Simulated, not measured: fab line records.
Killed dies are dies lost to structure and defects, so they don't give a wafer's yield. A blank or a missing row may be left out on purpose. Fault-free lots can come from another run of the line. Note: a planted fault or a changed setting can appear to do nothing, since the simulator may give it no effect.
Which tool did it?    flow nand harc    13 lots, 39 wafers sampled, at 6 steps of a route of 1159

== WHAT EACH GAUGE READ, for each wafer ==
NHARC_A_ONON_D1_THK_MEAS_24: measures by ellipsometry.
lot   measured      on             thk nm (nm)
L456  day 8 01:18   film metro-02  995 994 995
L458  day 8 11:17   film metro-01  999 997 998
L459  day 8 22:49   film metro-02  994 992 993
L463  day 9 16:06   film metro-02  1002 1001 1001
L462  day 9 16:05   film metro-01  1014 1014 1013
L464  day 9 22:53   film metro-01  990 991 988
L472  day 12 09:43  film metro-01  995 995 1285
L471  day 12 10:00  film metro-01  990 988 990
L476  day 12 17:37  film metro-01  1011 1011 1012
L475  day 12 17:37  film metro-02  1002 1001 1003
L474  day 12 17:37  film metro-01  989 1280 1281
L477  day 13 07:41  film metro-01  990 988 991
L479  day 13 18:49  film metro-02  1000 1000 999

NHARC_END_SORT_01.
lot   measured      on         killed at array  killed at other  killed at periphery  killed dies  killed open  killed short
L472  day 23 21:16  prober-02  50 35 670        2 0 1            4 6 6                56 41 677    5 3 7        0 2 1
L474  day 24 07:02  prober-02  32 677 676       0 0 1            2 0 0                34 677 677   2 3 6        5 1 1

== WHAT TOOL EACH LOT RAN ON (gives the tool, then ch and the chambers of the sampled wafers, and finally the start) ==
lot   NHARC_A_ZERO_WELL_RTA_16          NHARC_A_ONON_D1_DEP_22            NHARC_A_ONON_D1_DEP_33           NHARC_A_CHANNEL_HOLE_D1_DEP_00
L456  rtp anneal-01 ch 0, day 6 17:15   pecvd onon-03 ch 0, day 8 00:54   pecvd-03 ch 0,1, day 8 02:41     acl dep-01 ch 0, day 8 04:22
L458  rtp anneal-01 ch 0, day 7 03:00   pecvd onon-03 ch 0, day 8 10:50   pecvd-04 ch 0,1,2, day 8 12:44   acl dep-01 ch 0, day 8 15:23
L459  rtp anneal-02 ch 0, day 7 12:34   pecvd onon-03 ch 0, day 8 22:17   pecvd-01 ch 0,1,2, day 9 00:07   acl dep-02 ch 0, day 9 00:35
L463  rtp anneal-01 ch 0, day 8 05:11   pecvd onon-04 ch 0, day 9 15:35   pecvd-03 ch 1,2, day 9 17:17     acl dep-02 ch 0, day 9 18:13
L462  rtp anneal-02 ch 0, day 8 06:30   pecvd onon-03 ch 0, day 9 15:38   pecvd-04 ch 0,1,2, day 9 17:16   acl dep-01 ch 0, day 9 18:08
L464  rtp anneal-02 ch 0, day 8 13:25   pecvd onon-03 ch 0, day 9 22:22   pecvd-04 ch 1,2, day 10 00:05    acl dep-02 ch 0, day 10 01:37
L472  rtp anneal-01 ch 0, day 10 23:21  pecvd onon-03 ch 0, day 12 09:13  pecvd-01 ch 0,2, day 12 10:56    acl dep-02 ch 0, day 12 11:29
L471  rtp anneal-02 ch 0, day 11 00:11  pecvd onon-04 ch 0, day 12 09:40  pecvd-03 ch 0,1,2, day 12 11:22  acl dep-03 ch 0, day 12 13:29
L476  rtp anneal-02 ch 0, day 11 08:46  pecvd onon-04 ch 0, day 12 17:07  pecvd-01 ch 0,1,2, day 12 19:05  acl dep-01 ch 0, day 12 21:28
L475  rtp anneal-02 ch 0, day 11 10:37  pecvd onon-02 ch 0, day 12 17:10  pecvd-03 ch 0,2, day 12 19:10    acl dep-02 ch 0, day 12 21:47
L474  rtp anneal-01 ch 0, day 11 11:11  pecvd onon-03 ch 0, day 12 17:10  pecvd-03 ch 0,1,2, day 12 18:49  acl dep-02 ch 0, day 12 19:54
L477  rtp anneal-02 ch 0, day 12 00:20  pecvd onon-04 ch 0, day 13 07:14  pecvd-04 ch 0,1, day 13 09:09    acl dep-03 ch 0, day 13 15:43
L479  rtp anneal-02 ch 0, day 12 09:53  pecvd onon-04 ch 0, day 13 18:28  pecvd-04 ch 0,1,2, day 13 20:08  acl dep-01 ch 0, day 13 23:26
- NHARC_A_ZERO_WELL_RTA_16: time 10 s.
- NHARC_A_ONON_D1_DEP_22: target thk 1000 nm.
- NHARC_A_ONON_D1_DEP_33: deposits SiO2, target thk 200 nm.
- NHARC_A_CHANNEL_HOLE_D1_DEP_00: deposits aC, target thk 3100 nm.

== WHAT THE TOOLS THEMSELVES READ (means of the sampled wafers that have a number; where no wafer has one, the mark that the record gives instead) ==
NHARC_A_ZERO_WELL_RTA_16.
lot   tool           lamp power pct (%)  wafer_temp_C_max
L456  rtp anneal-01  35                  1005.5
L458  rtp anneal-01  35                  1005.5
L459  rtp anneal-02  28                  1004.5
L463  rtp anneal-01  35                  1005.0
L462  rtp anneal-02  28                  1004.1
L464  rtp anneal-02  28                  1003.7
L472  rtp anneal-01  35                  1005.1
L471  rtp anneal-02  28                  1003.7
L476  rtp anneal-02  28                  1003.9
L475  rtp anneal-02  28                  1003.6
L474  rtp anneal-01  35                  1004.5
L477  rtp anneal-02  28                  1004.4
L479  rtp anneal-02  28                  1004.3

NHARC_A_ONON_D1_DEP_33.
lot   tool      heater power w (W)  throttle valve pct (%)
L456  pecvd-03  534                 16.3
L458  pecvd-04  504                 15.9
L459  pecvd-01  569                 15.6
L463  pecvd-03  470                 16.4
L462  pecvd-04  503                 15.5
L464  pecvd-04  547                 15.6
L472  pecvd-01  572                 15.3
L471  pecvd-03  443                 16.7
L476  pecvd-01  613                 15.4
L475  pecvd-03  534                 16.5
L474  pecvd-03  539                 16.5
L477  pecvd-04  468                 15.6
L479  pecvd-04  494                 15.7

NHARC_A_CHANNEL_HOLE_D1_DEP_00.
lot   tool        throttle valve pct (%)
L456  acl dep-01  35.000
L458  acl dep-01  34.999
L459  acl dep-02  34.992
L463  acl dep-02  34.995
L462  acl dep-01  35.005
L464  acl dep-02  35.007
L472  acl dep-02  35.005
L471  acl dep-03  35.005
L476  acl dep-01  35.000
L475  acl dep-02  34.995
L474  acl dep-02  34.995
L477  acl dep-03  35.001
L479  acl dep-01  35.011

== THE ANSWER, worked out from the rows above alone ==
Rule: usual is defined by the lots themselves. The widest of any qualifying gaps counts: lots, ordered by their means at a reading, are off when they make up no more than a third of the lots, leave a main group of 4 or more, and stand apart from it by 3 or more times the standard deviation of that group's means. Not used: any main group whose means are identical at the precision the tables above print for the reading. A lot without any number at a reading at which 4 lots or more have one is off too. Any other lot the step has rows for is counted as sound. The gauges are gone through in route order, then the tools' own readings, and for those a lot's mean is taken as printed above. At the first step where some lot is off, the reading lying furthest off is the one used; lots without a number count as furthest.
Off: L472, L474, at NHARC_A_ONON_D1_THK_MEAS_24 (thk nm). Mean 998 nm and standard deviation 8 in the main group.
If a tool, at a process step before that reading, ran all the lots that are off and no sound lot after the first of them, it fits. Those tools and the gauges at NHARC_A_ONON_D1_THK_MEAS_24 are tried in the same way. Can't be told from this: 2 tools fit, rtp anneal-01 at NHARC_A_ZERO_WELL_RTA_16, pecvd onon-03 at NHARC_A_ONON_D1_DEP_22.

== WHAT HAD BEEN PUT IN BY THE SIMULATOR ==
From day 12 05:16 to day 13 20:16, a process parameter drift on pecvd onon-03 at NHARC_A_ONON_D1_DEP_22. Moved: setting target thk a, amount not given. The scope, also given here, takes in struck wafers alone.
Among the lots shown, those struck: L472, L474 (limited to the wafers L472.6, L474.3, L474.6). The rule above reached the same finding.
